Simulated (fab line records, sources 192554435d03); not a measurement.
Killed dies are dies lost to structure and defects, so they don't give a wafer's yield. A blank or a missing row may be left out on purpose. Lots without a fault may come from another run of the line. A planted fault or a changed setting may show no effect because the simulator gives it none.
Which tool did it? | flow n5_finfet | 12 lots, 36 wafers sampled, at 4 steps of a route of 1938

WHAT THE GAUGES READ, wafer by wafer
N5_BEOL_M1_THK_MEAS_53: measures by xrf.
lot  | measured     | on            | M1_THK (nm)
L075 | day 6 18:52  | film_metro-02 | 38.8 42.5 40.6
L077 | day 7 14:44  | film_metro-02 | 40.9 41.2 42.5
L079 | day 7 18:18  | film_metro-02 | 40.6 39.4 42.2
L081 | day 8 04:28  | film_metro-02 | 41.6 42.0 42.4
L083 | day 8 22:46  | film_metro-01 | 39.9 40.6 38.2
L084 | day 9 07:34  | film_metro-02 | 38.4 38.0 38.9
L087 | day 9 15:28  | film_metro-01 | 39.6 43.5 40.0
L088 | day 10 10:46 | film_metro-02 | 41.3 41.6 44.3
L092 | day 10 21:25 | film_metro-01 | 38.4 38.8 40.2
L093 | day 11 12:53 | film_metro-02 | 40.2 37.5 42.4
L095 | day 11 19:40 | film_metro-01 | 39.7 38.2 41.5
L097 | day 12 08:48 | film_metro-02 | 40.1 38.9 40.5

WHICH TOOL RAN EACH LOT (tool, then ch and the chambers of the sampled wafers, then the start)
lot  | N5_BEOL_M1_ANNEAL_87         | N5_BEOL_M1_SPUTTER_90        | N5_BEOL_M1_SPUTTER_94
L075 | pvd_sputter-01, day 6 17:04  | pvd_sputter-01, day 6 17:25  | pvd_sputter-01, day 6 17:52
L077 | pvd_sputter-03, day 7 12:53  | pvd_sputter-03, day 7 13:17  | pvd_sputter-03, day 7 13:43
L079 | pvd_sputter-01, day 7 16:29  | pvd_sputter-01, day 7 16:51  | pvd_sputter-01, day 7 17:17
L081 | pvd_sputter-01, day 8 02:39  | pvd_sputter-01, day 8 03:01  | pvd_sputter-01, day 8 03:27
L083 | pvd_sputter-03, day 8 20:52  | pvd_sputter-03, day 8 21:14  | pvd_sputter-03, day 8 21:40
L084 | pvd_sputter-03, day 9 05:45  | pvd_sputter-03, day 9 06:07  | pvd_sputter-03, day 9 06:33
L087 | pvd_sputter-03, day 9 13:31  | pvd_sputter-03, day 9 13:53  | pvd_sputter-03, day 9 14:19
L088 | pvd_sputter-02, day 10 08:35 | pvd_sputter-02, day 10 08:56 | pvd_sputter-02, day 10 09:23
L092 | pvd_sputter-01, day 10 19:05 | pvd_sputter-01, day 10 19:26 | pvd_sputter-01, day 10 19:53
L093 | pvd_sputter-01, day 11 10:58 | pvd_sputter-01, day 11 11:20 | pvd_sputter-01, day 11 11:46
L095 | pvd_sputter-01, day 11 17:35 | pvd_sputter-01, day 11 17:57 | pvd_sputter-01, day 11 18:23
L097 | pvd_sputter-03, day 12 07:00 | pvd_sputter-03, day 12 07:22 | pvd_sputter-03, day 12 07:48
- N5_BEOL_M1_ANNEAL_87: time 240 s.
- N5_BEOL_M1_SPUTTER_90: material Cu, target thk 4.5 nm, time 8.29 s.
- N5_BEOL_M1_SPUTTER_94: material Cu, target thk 4.5 nm, time 8.29 s.

THE ANSWER, worked out from the rows above alone
Rule: what is usual is taken from the lots themselves. Put in order of their means at a reading, lots are off if they are a third of the lots or fewer, leave a main group of 4 or more, and stand apart from it by a gap of 3 or more times the standard deviation of the main group's means; of several such gaps the widest counts. A main group whose means are all the same, to the digits that the tables above print for the reading, isn't used. A lot without any number at a reading at which 4 lots or more have one is off too. The other lots that the step has rows for count as sound.
No lot is off at any reading shown: from this, nothing can be told.

WHAT THE SIMULATOR HAD PUT IN
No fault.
